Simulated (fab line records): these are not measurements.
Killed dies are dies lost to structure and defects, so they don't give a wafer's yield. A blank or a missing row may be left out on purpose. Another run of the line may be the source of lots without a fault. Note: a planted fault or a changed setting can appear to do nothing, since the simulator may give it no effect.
fab line records	flow n5_finfet
record: lots: 12	wafers: 30	last_day: 17
route steps=1938 shown BEOL_M7@1308 BEOL_M8@1337 PASSIVATION@1936
lots with no fault: from the same line, run without faults
start_h: hours from the record's first day to the start of the lot's first wafer shown	wait_h: hours since the lot's step before	" same as the row above	L1.1+2: a row that stands for several wafers	- no value, or no start was given	* or withheld: withheld	< > ~ a bound
route shown NAME@n: names a module that has steps shown in the file, with the first one's number in the route	usual: average and standard deviation across the fault-free wafers	same: alike in all rows	chamber/n: place in a boat	sites: the reading at each site	_std_site: their standard deviation	_edge_site: outer sites' mean less inner sites'	radius_mm: how far each site lies from the wafer's centre	mask NAME#n: copy n	behind: the tool/chamber that last shaped the wafer	hold: cause of the lot's hold/its duration in hours/its outcome	device: the n, p or np transistor that did not switch	end of line: at the end of the route, the tests of the same wafers	a step without rows: its recipe alone	killed: count of dies lost to structure and defects at first sort (not the wafer's yield)	map: the dies of a wafer, with x for killed, . for not killed, _ for no die there
set.NAME: the run value of the setting; set.NAME@STEP: its run value at that earlier step	model.NAME: the simulator's own value behind a step, which no gauge read
a sample of lots followed through the steps of the route, with each step as a table and each wafer as a row
services: from which hour (start_h, from the record's first day; less than 0 if before it) a tool's chamber was out of use, for how many hours, and why
== steps ==
step: N5_BEOL_M7_TRENCH_ETCH_37
recipe: chemistry: C4F6/O2	target_depth_a: 934.78	target: SiCOH_lowk	time_s: 31.2	ion_energy_ev: 250	pressure_mtorr: 30	source_w: 345	bias_w: 185	Ar_flow_sccm: 300	C4F6_flow_sccm: 10	O2_flow_sccm: 10
usual: C4F6_flow_sccm: 9.999/0.03	chamber_pressure_mTorr: 30.000/0.026	drypump_motor_current_A: 5.9/0.56	oes_product_au: 0.78/0.071	rf_fwd_power_W: 340.9/1.7	rf_vpp_V: 663/22	showerhead_plenum_p_Torr: 2.83/0.089	throttle_valve_pct: 20.82/0.27
lot.wafer	tool	chamber	start_h	wait_h	C4F6_flow_sccm	chamber_pressure_mTorr	drypump_motor_current_A	oes_product_au	rf_fwd_power_W	rf_hours_counter_h	rf_vpp_V	showerhead_plenum_p_Torr	throttle_valve_pct
L487.2	rie_diel-01	2	-	-	10.018	29.979	6.8	0.78	341.7	132	672	2.73	20.44
L487.5	"	3	"	"	10.012	29.964	6.3	0.72	342.7	-	656	2.81	20.56
L487.6	"	2	"	"	10.011	29.974	6.8	0.79	342.6	-	673	2.73	20.43
L488.3	rie_diel-04	2	-	-	9.933	30.031	5.7	0.72	338.1	176	674	2.72	20.70
L488.4	"	3	"	"	9.988	29.950	6.6	0.79	340.8	140	669	2.73	20.61
L489.2	rie_diel-01	3	-	-	9.993	29.991	6.3	0.72	342.0	188	655	2.81	20.54
L489.4	"	0	"	"	9.994	30.021	5.1	0.88	342.3	45	672	2.76	20.44
L489.6	"	0	"	"	9.981	29.967	5.1	0.88	342.4	-	672	2.76	20.45
L491.1	rie_diel-02	2	-	-	10.014	29.990	6.2	0.87	341.8	31	651	3.01	20.72
L491.5	"	2	"	"	10.023	29.965	6.2	0.87	341.0	-	652	3.01	20.73
L493.1	rie_diel-01	3	-	-	9.951	30.019	6.3	0.72	342.8	195	654	2.81	20.55
L493.4	"	3	"	"	9.986	30.004	6.3	0.72	342.0	-	655	2.81	20.56
L493.5	"	0	"	"	9.993	30.002	5.1	0.86	340.5	-	671	2.75	20.45
L495.1	rie_diel-04	0	-	-	10.045	29.996	6.0	0.71	339.7	194	711	2.94	21.02
L495.3	"	3	"	"	10.026	29.982	6.7	0.79	340.2	153	668	2.72	20.63
L495.4	"	2	"	"	9.978	29.989	5.8	0.70	337.4	188	673	2.71	20.72
L497.3	rie_diel-04	3	-	-	9.989	30.001	6.7	0.79	340.1	158	667	2.72	20.62
L497.6	"	0	"	"	9.962	30.005	6.1	0.70	341.6	-	711	2.94	21.04
L501.2	rie_diel-04	2	-	-	9.996	30.013	5.7	0.70	337.1	203	672	2.70	20.74
L501.6	"	2	"	"	10.015	30.012	5.7	0.70	338.5	-	672	2.70	20.74
L506.2	rie_diel-02	0	-	-	9.957	29.999	5.6	0.87	340.7	31	628	2.89	20.89
L506.3	"	3	"	"	10.000	30.004	6.0	0.68	342.1	215	681	2.81	21.30
L505.2	rie_diel-04	3	-	-	9.954	29.982	6.7	0.76	338.8	176	666	2.71	20.66
L505.3	"	0	"	"	9.971	30.034	6.1	0.69	342.1	212	711	2.93	21.07
L505.6	"	3	"	"	9.992	30.001	6.7	0.77	337.8	-	666	2.71	20.65
L507.2	rie_diel-02	1	-	-	10.002	30.004	5.4	0.72	343.7	201	663	2.83	20.90
L507.4	"	0	"	"	10.017	30.042	5.6	0.88	340.8	34	631	2.89	20.90
L507.5	"	0	"	"	10.010	30.025	5.6	0.87	340.2	-	632	2.89	20.90
L509.4	rie_diel-01	1	-	-	9.960	30.014	6.4	0.81	340.7	90	632	2.90	21.27
L509.6	"	0	"	"	10.043	29.991	5.1	0.82	340.7	-	673	2.74	20.50
step: N5_BEOL_M7_SURFACE_TREAT_79
recipe: gas: Ar	time_s: *	ion_energy_ev: *	ion_current_ma_cm2: 0.5	pressure_mtorr: *	ar_flow_sccm: 30
usual: throttle_valve_pct: *
lot.wafer	tool	chamber	start_h	wait_h	throttle_valve_pct
L487.2	pvd_sputter-01	-	202.79	0.4	*
L487.5	"	-	"	"	*
L487.6	"	-	"	"	*
L488.3	pvd_sputter-03	-	207.22	0.2	*
L488.4	"	-	"	"	*
L489.2	pvd_sputter-01	-	209.42	0.3	*
L489.4	"	-	"	"	*
L489.6	"	-	"	"	*
L491.1	pvd_sputter-01	-	222.58	1.0	*
L491.5	"	-	"	"	*
L493.1	pvd_sputter-01	-	232.78	0.2	*
L493.4	"	-	"	"	*
L493.5	"	-	"	"	*
L495.1	pvd_sputter-01	-	248.97	0.3	*
L495.3	"	-	"	"	*
L495.4	"	-	"	"	*
L497.3	pvd_sputter-03	-	268.68	0.4	*
L497.6	"	-	"	"	*
L501.2	pvd_sputter-02	-	289.37	0.2	*
L501.6	"	-	"	"	*
L506.2	pvd_sputter-01	-	313.43	0.5	*
L506.3	"	-	"	"	*
L505.2	pvd_sputter-01	-	313.47	0.2	*
L505.3	"	-	"	"	*
L505.6	"	-	"	"	*
L507.2	pvd_sputter-03	-	322.83	0.2	*
L507.4	"	-	"	"	*
L507.5	"	-	"	"	*
L509.4	pvd_sputter-03	-	329.12	0.3	*
L509.6	"	-	"	"	*
step: N5_BEOL_M7_CMP_52
recipe: stop_on: SiCOH_lowk	t_overpolish_s: 6.9	down_force_psi: 1	platen_rpm: 50	clearing_platen_down_force_psi: 1.5	clearing_platen_rpm: 50	post_cmp_clean: cu_alkaline	target_thk_nm: 80	clearing_platen_pad_velocity_m_s: 0.99484	pad_velocity_m_s: 0.99484
usual: barrier_field_endpoint_s: 29.0/0.85	motor_current_A: 6.1/0.63	overpolish_run_s: 6.899/0.0092	time_to_endpoint_s: 63/4
same: t_overpolish_s: 6.9
lot.wafer	tool	chamber	start_h	wait_h	barrier_field_endpoint_s	motor_current_A	overpolish_run_s	time_to_endpoint_s
L487.2	cmp-04	0	203.70	0.3	31.0	5.8	6.903	69
L487.5	"	1	"	"	29.9	5.9	6.893	65
L487.6	"	2	"	"	30.2	5.3	6.890	62
L488.3	cmp-02	0	208.47	0.2	30.0	5.9	6.902	69
L488.4	"	3	"	"	29.0	5.9	6.911	63
L489.2	cmp-02	3	210.35	0.2	29.3	6.0	6.896	62
L489.4	"	0	"	"	29.9	6.0	6.905	68
L489.6	"	2	"	"	29.2	5.5	6.913	60
L491.1	cmp-04	0	223.60	0.3	28.9	5.6	6.913	65
L491.5	"	0	"	"	30.3	5.7	6.897	66
L493.1	cmp-03	3	233.55	0.3	30.3	5.7	6.905	69
L493.4	"	2	"	"	29.5	6.1	6.898	64
L493.5	"	3	"	"	30.2	5.2	6.891	69
L495.4	cmp-04	3	250.50	0.1	28.2	6.9	6.900	57
L495.3	"	0	"	"	29.8	5.8	6.900	68
L495.1	"	2	"	"	28.2	5.6	6.913	68
L497.3	cmp-02	3	269.70	0.2	28.4	6.0	6.905	66
L497.6	"	1	"	"	27.5	6.9	6.906	59
L501.2	cmp-02	1	290.48	0.3	29.1	6.6	6.900	64
L501.6	"	0	"	"	30.2	6.0	6.888	68
L506.3	cmp-03	2	314.27	0.2	28.4	6.3	6.902	61
L506.2	"	1	"	"	28.3	6.1	6.908	64
L505.3	cmp-02	0	314.33	0.2	29.2	6.0	6.902	67
L505.2	"	1	"	"	28.9	6.5	6.894	62
L505.6	"	1	"	"	28.4	6.5	6.906	61
L507.4	cmp-02	3	324.16	0.2	29.4	6.0	6.908	66
L507.2	"	0	"	"	29.0	6.1	6.888	69
L507.5	"	2	"	"	29.3	5.5	6.899	63
L509.4	cmp-04	0	330.07	0.2	30.3	5.7	6.898	69
L509.6	"	2	"	"	30.5	5.5	6.885	69
step: N5_BEOL_M8_COAT_59
recipe: resist: SOC	temp_c: 250	time_s: 60	spin_rpm: 1500	resist_thk_nm: 100
usual: spin_speed_rpm: 1500.1/0.96
lot.wafer	tool	chamber	start_h	wait_h	spin_speed_rpm
L487.2	litho_track-03	0	205.36	0.1	1500.8
L487.5	"	0	"	"	1501.0
L487.6	"	0	"	"	1498.8
L488.3	litho_track-01	0	210.65	0.1	1500.6
L488.4	"	0	"	"	1499.6
L489.2	litho_track-01	0	213.18	0.1	1498.7
L489.4	"	0	"	"	1501.0
L489.6	"	0	"	"	1499.4
L491.1	litho_track-03	0	225.06	0.1	1501.1
L491.5	"	0	"	"	1499.0
L493.1	litho_track-01	0	235.14	0.1	1500.4
L493.4	"	0	"	"	1498.9
L493.5	"	0	"	"	1501.1
L495.1	litho_track-01	0	253.95	0.1	1499.9
L495.3	"	0	"	"	1499.2
L495.4	"	0	"	"	1499.6
L497.3	litho_track-04	0	273.15	0.1	1499.8
L497.6	"	0	"	"	1498.8
L501.2	litho_track-01	0	293.39	0.1	1500.0
L501.6	"	0	"	"	1499.6
L506.2	litho_track-03	0	316.28	0.1	1498.3
L506.3	"	0	"	"	1499.5
L505.2	litho_track-01	0	317.71	0.1	1577.4
L505.3	"	0	"	"	1578.3
L505.6	"	0	"	"	1577.3
L507.2	litho_track-03	0	325.42	0.1	1501.1
L507.4	"	0	"	"	1498.4
L507.5	"	0	"	"	1499.9
L509.4	litho_track-03	0	331.75	0.1	1501.4
L509.6	"	0	"	"	1501.9
step: N5_PASSIVATION_PROBE_49
usual: defect_limited_yield: 91.3/1.4	killed_at_M0_to_M3: 32/9.5	killed_at_M4_up: 14/5.2	killed_at_contacts: 13/5.7	killed_at_front_end: 41/12	killed_at_other: 3.5/2.6	killed_dies: 103/17	killed_open: 68/14	killed_short: 32/7	sort_bin_4_leakage: 0.01/0.051	sort_bin_5_function: 5.0/0.91	sort_bin_6_memory: 3.3/0.7	sort_bin_8_speed: 0.03/0.22	sort_n_pass: 1076/17	sort_yield_pct: 91.2/1.4
same: gross_dies: 1180	killed_at_back_side: 0
lot.wafer	tool	chamber	start_h	wait_h	defect_limited_yield[%]	killed_at_M0_to_M3	killed_at_M4_up	killed_at_contacts	killed_at_front_end	killed_at_other	killed_dies	killed_open	killed_short	sort_bin_4_leakage[%]	sort_bin_5_function[%]	sort_bin_6_memory[%]	sort_bin_8_speed[%]	sort_n_pass	sort_yield_pct[%]
L505.2	prober-01	-	389.95	0.1	87.7	33	22	14	68	8	145	75	36	0.08	7.2	3.6	0	1034	87.6
L505.3	prober-01	-	390.00	0.1	88.1	31	28	18	62	2	141	77	37	0	6.5	3.6	0	1039	88.1
L505.6	prober-01	-	390.15	0.3	87.5	41	18	9	75	4	147	73	41	0	7.6	3.7	0	1033	87.5
killed by level:class
L505.2 SDB:overlay=28 FIN_SAQP:geometric_particle:open=16 BEOL_M4:geometric_particle:open=12 BEOL_M2:geometric_particle:open=11 MOL_CONTACT_COAG:geometric_particle:open=9 BEOL_M0_SAQP:geometric_particle:open=8 FIN_SAQP:geometric_particle:short=7 GATE_CUT:geometric_particle:short=6
L505.3 SDB:overlay=17 MOL_CONTACT_COAG:geometric_particle:open=14 FIN_SAQP:geometric_particle:open=12 BEOL_M4:geometric_particle:open=11 BEOL_M0_SAQP:geometric_particle:open=8 BEOL_M0_SAQP:geometric_particle:short=8 FIN_SAQP:geometric_particle:short=7 STI_FIN_REVEAL:geometric_particle:open=7
L505.6 SDB:overlay=28 MOL_CONTACT_COAG:geometric_particle:open=9 BEOL_M2:geometric_particle:open=9 FIN_SAQP:geometric_particle:open=8 STI_FIN_REVEAL:geometric_particle:open=8 FIN_SAQP:geometric_particle:short=7 BEOL_M3:geometric_particle:open=7 BEOL_M4:geometric_particle:open=7
== services ==
tool	chamber	start_h	hours	kind
cmp-03	-	181.47	0.4	repair
cmp-03	-	186.22	2.4	repair
cmp-03	-	188.99	0.4	repair
rie_diel-01	2	220.07	16.1	repair
cmp-02	-	220.16	0.4	repair
cmp-03	-	220.80	0.6	repair
cmp-02	-	235.04	8.3	pm
cmp-02	-	253.42	4.0	pm
litho_track-01	-	253.55	-	consumable_replace:filter
cmp-04	-	256.08	18.7	pm
cmp-02	-	257.42	-	consumable_replace:conditioner
cmp-02	-	263.62	0.2	repair
rie_diel-02	0	264.59	16.2	repair
rie_diel-02	-	271.50	14.6	pm
cmp-02	-	273.23	0.6	repair
cmp-04	-	275.43	4.6	pm
cmp-03	-	281.20	3.0	repair
cmp-02	-	285.49	0.8	repair
cmp-04	-	287.18	3.8	repair
cmp-03	-	302.98	5.4	pm
pvd_sputter-02	-	303.66	4.3	repair
rie_diel-04	1	310.45	4.1	repair
cmp-04	-	314.23	4.0	pm
cmp-03	-	316.32	1.8	repair
== key ==
first_sign: step: N5_BEOL_M8_COAT_59	reading: spin_speed_rpm	direction: up	sigmas: 81	usual: *	struck: *
effect none on later readings
met_at N5_BEOL_M8_COAT_59
struck_lots L505
not_acting_at N5_BEOL_M7_TRENCH_ETCH_37,N5_BEOL_M7_SURFACE_TREAT_79,N5_BEOL_M7_CMP_52
onset_between 293.39 317.71
earlier_fault: kind: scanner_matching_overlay	tool: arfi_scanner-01	chamber: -	onset_h: 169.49	steps: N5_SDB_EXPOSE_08	offset: 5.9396
fault: kind: process_parameter_drift	tool: litho_track-01	chamber: -	onset_h: 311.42	steps: N5_BEOL_M8_COAT_59	channel: spin_rpm	offset: *	shape: step	acts_in: *	stated: *
